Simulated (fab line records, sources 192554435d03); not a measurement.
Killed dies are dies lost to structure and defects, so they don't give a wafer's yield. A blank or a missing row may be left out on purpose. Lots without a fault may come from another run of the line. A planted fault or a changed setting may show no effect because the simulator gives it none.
Which tool did it? | flow n5_finfet | 12 lots, 36 wafers sampled, at 1 step of a route of 1938

WHAT THE GAUGES READ, wafer by wafer
N5_BEOL_M9_CD_MEAS_11: target cd 64.1 nm.
lot  | measured     | on        | cd_nm (nm)
L074 | day 10 22:16 | cd_sem-02 | 63.5 63.1 63.6
L077 | day 11 11:23 | cd_sem-03 | 64.7 65.2 64.0
L078 | day 11 16:46 | cd_sem-02 | 63.9 62.7 63.5
L083 | day 12 02:01 | cd_sem-03 | 64.5 64.4 63.5
L082 | day 13 06:05 | cd_sem-01 | 64.0 64.8 64.7
L088 | day 13 10:17 | cd_sem-03 | 64.6 64.8 65.1
L086 | day 14 00:05 | cd_sem-03 | 64.6 65.3 64.6
L089 | day 14 11:00 | cd_sem-01 | 63.4 63.6 63.3
L090 | day 14 19:45 | cd_sem-02 | 63.8 63.5 63.6
L093 | day 15 04:53 | cd_sem-01 | 63.5 64.0 64.3
L095 | day 15 18:34 | cd_sem-03 | 63.8 63.1 63.3
L097 | day 16 17:38 | cd_sem-03 | 65.6 65.0 65.0

WHICH TOOL RAN EACH LOT (tool, then ch and the chambers of the sampled wafers, then the start)
The record holds no process step before these readings.

THE ANSWER, worked out from the rows above alone
Rule: what is usual is taken from the lots themselves. Put in order of their means at a reading, lots are off if they are a third of the lots or fewer, leave a main group of 4 or more, and stand apart from it by a gap of 3 or more times the standard deviation of the main group's means; of several such gaps the widest counts. A main group whose means are all the same, to the digits that the tables above print for the reading, isn't used. A lot without any number at a reading at which 4 lots or more have one is off too. The other lots that the step has rows for count as sound.
No lot is off at any reading shown: from this, nothing can be told.

WHAT THE SIMULATOR HAD PUT IN
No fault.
